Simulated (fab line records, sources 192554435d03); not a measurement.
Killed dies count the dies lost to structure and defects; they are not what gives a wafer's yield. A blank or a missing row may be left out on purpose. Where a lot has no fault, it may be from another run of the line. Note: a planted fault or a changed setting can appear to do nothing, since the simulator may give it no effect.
Which tool is to blame? + flow n5 finfet + 11 lots with 33 wafers sampled at 5 steps, on a route of 1938 steps

== WHAT THE GAUGES SHOWED, per wafer ==
The record lacks any reading of a measuring or inspecting step that a usual standard deviation could be used to judge.

== WHICH TOOL RAN EACH LOT (tool, then ch and the chambers of the sampled wafers, then the start) ==
| lot  | N5_MOL_CONTACT_COAG_ETCH_89        | N5_MOL_CONTACT_COAG_ALD_131       | N5_MOL_CONTACT_COAG_EXPOSE_37     | N5_MOL_CONTACT_COAG_ALD_133      | N5_PASSIVATION_PROBE_49 |
|------|------------------------------------|-----------------------------------|-----------------------------------|----------------------------------|-------------------------|
| L678 | rie diel-04 ch 2,3, day 5 12:35    | ald sin-04 ch 2,3, day 5 12:41    | euv scanner-02 ch 0, day 5 13:34  | ald sin-01 ch 1,3, day 5 13:58   | prober-02, day 13 09:38 |
| L679 | rie diel-01 ch 0,3, day 5 17:47    | ald sin-04 ch 0,3, day 5 17:53    | euv scanner-02 ch 0, day 5 18:45  | ald sin-04 ch 0,2,3, day 5 19:19 | prober-02, day 14 03:50 |
| L680 | rie diel-04 ch 0,1,3, day 5 19:44  | ald sin-04 ch 1,2, day 5 19:50    | euv scanner-02 ch 0, day 5 20:41  | ald sin-03 ch 0,1,2, day 5 21:05 | prober-02, day 13 07:00 |
| L684 | rie diel-01 ch 0,2,3, day 7 07:45  | ald sin-01 ch 0,2,3, day 7 07:51  | euv scanner-01 ch 0, day 7 08:52  | ald sin-03 ch 0,1,3, day 7 09:53 | prober-01, day 15 03:05 |
| L685 | rie diel-03 ch 0,1,3, day 7 09:10  | ald sin-04 ch 0,2,3, day 7 09:42  | euv scanner-02 ch 0, day 7 10:40  | ald sin-01 ch 0,1,2, day 7 11:05 | prober-02, day 15 04:22 |
| L687 | rie diel-01 ch 0,1, day 7 16:41    | ald sin-03 ch 1,2, day 7 16:47    | euv scanner-01 ch 0, day 7 17:40  | ald sin-04 ch 0,2,3, day 7 18:02 | prober-02, day 15 15:31 |
| L688 | rie diel-04 ch 1,2,3, day 8 00:04  | ald sin-01 ch 0,2, day 8 00:10    | euv scanner-01 ch 0, day 8 01:04  | ald sin-04 ch 0,2,3, day 8 01:31 | prober-02, day 15 10:40 |
| L690 | rie diel-03 ch 0,2,3, day 8 09:16  | ald sin-03 ch 0,1,2, day 8 09:22  | euv scanner-01 ch 0, day 8 10:14  | ald sin-03 ch 0,2,3, day 8 10:37 | prober-02, day 17 04:53 |
| L698 | rie diel-01 ch 0,1, day 10 07:25   | ald sin-01 ch 0,1,2, day 10 07:31 | euv scanner-01 ch 0, day 10 08:30 | ald sin-01 ch 1,3, day 10 08:53  | prober-02, day 19 23:50 |
| L699 | rie diel-04 ch 0,1, day 10 15:26   | ald sin-04 ch 1,3, day 10 15:40   | euv scanner-02 ch 0, day 10 16:41 | ald sin-03 ch 0,2, day 10 17:04  | prober-01, day 19 23:20 |
| L700 | rie diel-01 ch 0,1,3, day 10 19:10 | ald sin-01 ch 1,3, day 10 19:16   | euv scanner-02 ch 0, day 10 20:19 | ald sin-04 ch 0,2, day 10 20:42  | prober-01, day 19 17:59 |
- N5_MOL_CONTACT_COAG_ETCH_89: etches underlayer in N2/H2, target depth 13 nm, time 10.4 s.
- N5_MOL_CONTACT_COAG_ALD_131: deposits SiO2, target thk 5 nm, pulse time 1 s, co reactant pulse time 1 s.
- N5_MOL_CONTACT_COAG_EXPOSE_37: exposes mask VD, defocus 0 nm.
- N5_MOL_CONTACT_COAG_ALD_133: deposits SiO2, target thk 5 nm, pulse time 1 s, co reactant pulse time 1 s.
- N5_PASSIVATION_PROBE_49

== AS READ BY THE TOOLS THEMSELVES (means over the sampled wafers that have a number; for cases with no such wafer, the mark the record gives instead) ==
N5_MOL_CONTACT_COAG_ETCH_89.
| lot  | tool        | drypump motor current A (A) | etch rf on time s (s) | oes product au (a.u.) | rf vpp V (V) | showerhead plenum p Torr (Torr) | throttle valve pct (%) |
|------|-------------|-----------------------------|-----------------------|-----------------------|--------------|---------------------------------|------------------------|
| L678 | rie diel-04 | 5.28                        | 10.35                 | 0.63                  | 523.8        | 2.54                            | 17.84                  |
| L679 | rie diel-01 | 5.28                        | 10.42                 | 0.75                  | 524.7        | 2.54                            | 17.61                  |
| L680 | rie diel-04 | 5.56                        | 10.47                 | 0.63                  | 522.6        | 2.51                            | 17.88                  |
| L684 | rie diel-01 | 5.46                        | 10.67                 | 0.67                  | 522.6        | 2.51                            | 17.75                  |
| L685 | rie diel-03 | 5.71                        | 10.41                 | 0.72                  | 525.3        | 2.61                            | 17.76                  |
| L687 | rie diel-01 | 5.53                        | 10.61                 | 0.60                  | 521.8        | 2.48                            | 17.82                  |
| L688 | rie diel-04 | 5.51                        | 10.47                 | 0.60                  | 522.0        | 2.49                            | 17.82                  |
| L690 | rie diel-03 | 5.40                        | 10.12                 | 0.78                  | 526.5        | 2.63                            | 17.66                  |
| L698 | rie diel-01 | 5.52                        | 10.66                 | 0.58                  | 521.4        | 2.47                            | 17.85                  |
| L699 | rie diel-04 | 5.80                        | 10.53                 | 0.60                  | 519.6        | 2.45                            | 17.88                  |
| L700 | rie diel-01 | 5.42                        | 10.61                 | 0.63                  | 523.1        | 2.49                            | 17.78                  |

N5_MOL_CONTACT_COAG_ALD_131.
| lot  | tool       | heater power w (W) | precursor pulse height rel |
|------|------------|--------------------|----------------------------|
| L678 | ald sin-04 | 73                 | 1.007                      |
| L679 | ald sin-04 | 72                 | 0.996                      |
| L680 | ald sin-04 | 73                 | 0.992                      |
| L684 | ald sin-01 | 77                 | 0.981                      |
| L685 | ald sin-04 | 71                 | 0.986                      |
| L687 | ald sin-03 | 80                 | 1.003                      |
| L688 | ald sin-01 | 78                 | 0.986                      |
| L690 | ald sin-03 | 75                 | 0.997                      |
| L698 | ald sin-01 | 77                 | 0.992                      |
| L699 | ald sin-04 | 75                 | 0.993                      |
| L700 | ald sin-01 | 71                 | 0.993                      |

N5_MOL_CONTACT_COAG_EXPOSE_37.
| lot  | tool           | exposure dose mJ cm2 |
|------|----------------|----------------------|
| L678 | euv scanner-02 | 61.97                |
| L679 | euv scanner-02 | 61.93                |
| L680 | euv scanner-02 | 61.89                |
| L684 | euv scanner-01 | 62.41                |
| L685 | euv scanner-02 | 61.85                |
| L687 | euv scanner-01 | 62.48                |
| L688 | euv scanner-01 | 62.43                |
| L690 | euv scanner-01 | 65.26                |
| L698 | euv scanner-01 | 64.63                |
| L699 | euv scanner-02 | 61.96                |
| L700 | euv scanner-02 | 61.93                |

N5_MOL_CONTACT_COAG_ALD_133.
| lot  | tool       | heater power w (W) | precursor pulse height rel |
|------|------------|--------------------|----------------------------|
| L678 | ald sin-01 | 69                 | 1.002                      |
| L679 | ald sin-04 | 72                 | 0.988                      |
| L680 | ald sin-03 | 75                 | 1.009                      |
| L684 | ald sin-03 | 75                 | 0.998                      |
| L685 | ald sin-01 | 75                 | 0.989                      |
| L687 | ald sin-04 | 70                 | 1.001                      |
| L688 | ald sin-04 | 73                 | 1.004                      |
| L690 | ald sin-03 | 78                 | 1.005                      |
| L698 | ald sin-01 | 71                 | 0.989                      |
| L699 | ald sin-03 | 75                 | 0.993                      |
| L700 | ald sin-04 | 69                 | 0.988                      |

N5_PASSIVATION_PROBE_49.
| lot  | tool      | killed_at_M0_to_M3 | killed_at_M4_up | killed at contacts | killed at front end | killed at other | killed dies | killed open | killed short |
|------|-----------|--------------------|-----------------|--------------------|---------------------|-----------------|-------------|-------------|--------------|
| L678 | prober-02 | 38                 | 7               | 14                 | 36                  | 2.0             | 98          | 62          | 34           |
| L679 | prober-02 | 37                 | 13              | 11                 | 30                  | 5.3             | 98          | 63          | 32           |
| L680 | prober-02 | 45                 | 19              | 18                 | 39                  | 3.3             | 125         | 83          | 41           |
| L684 | prober-01 | 37                 | 8               | 16                 | 36                  | 2.0             | 99          | 63          | 34           |
| L685 | prober-02 | 37                 | 17              | 13                 | 44                  | 7.7             | 119         | 77          | 40           |
| L687 | prober-02 | 33                 | 15              | 5                  | 36                  | 2.3             | 90          | 55          | 34           |
| L688 | prober-02 | 38                 | 22              | 12                 | 32                  | 1.3             | 106         | 71          | 35           |
| L690 | prober-02 | 29                 | 11              | 13                 | 30                  | 2.7             | 86          | 56          | 28           |
| L698 | prober-02 | 26                 | 15              | 5                  | 25                  | 1.0             | 72          | 45          | 27           |
| L699 | prober-01 | 27                 | 25              | 12                 | 42                  | 3.3             | 109         | 76          | 31           |
| L700 | prober-01 | 36                 | 18              | 10                 | 37                  | 6.0             | 108         | 71          | 37           |

== THE ANSWER, worked out from the rows above alone ==
Rule: usual is defined by the lots themselves. The widest of any qualifying gaps counts: lots, ordered by their means at a reading, are off when they make up no more than a third of the lots, leave a main group of 4 or more, and stand apart from it by 3 or more times the standard deviation of that group's means. A main group whose means are all the same, to the digits that the tables above print for the reading, isn't used. A lot without any number at a reading at which 4 lots or more have one is off too. The other lots that the step has rows for count as sound. After the gauges, taken in route order, come the tools' own readings; for these a lot's mean is taken, as printed above. The first step at which some lot is off is used, and at that step the reading that is off furthest; a lot without a number counts as furthest.
Off, at N5_MOL_CONTACT_COAG_EXPOSE_37 on exposure dose mJ cm2: L690, L698. The main group has a mean of 62.09 with a standard deviation of 0.25.
If a tool, at that step or one of the process steps before it, ran each lot that is off and ran no sound lot following the first of them, it fits. One fits: euv scanner-01 at N5_MOL_CONTACT_COAG_EXPOSE_37. Its last sound lot is L688 (day 8 01:04), its first lot that is off L690 (day 8 10:14): a fault that began between those two fits.
The tool's own readings at N5_MOL_CONTACT_COAG_EXPOSE_37 bear it out: on the lots that are off they differ by more than 5 times the standard deviation of the sound lots' means. exposure dose mJ cm2 reads 64.94 there against 62.09 on the sound lots.

== WHAT HAD BEEN PUT IN BY THE SIMULATOR ==
Process parameters drifting: euv scanner-01 at N5_MOL_CONTACT_COAG_EXPOSE_37, beginning at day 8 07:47. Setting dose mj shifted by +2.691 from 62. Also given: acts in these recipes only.
Lots struck among those shown: L690, L698. The rule above reached the same finding.
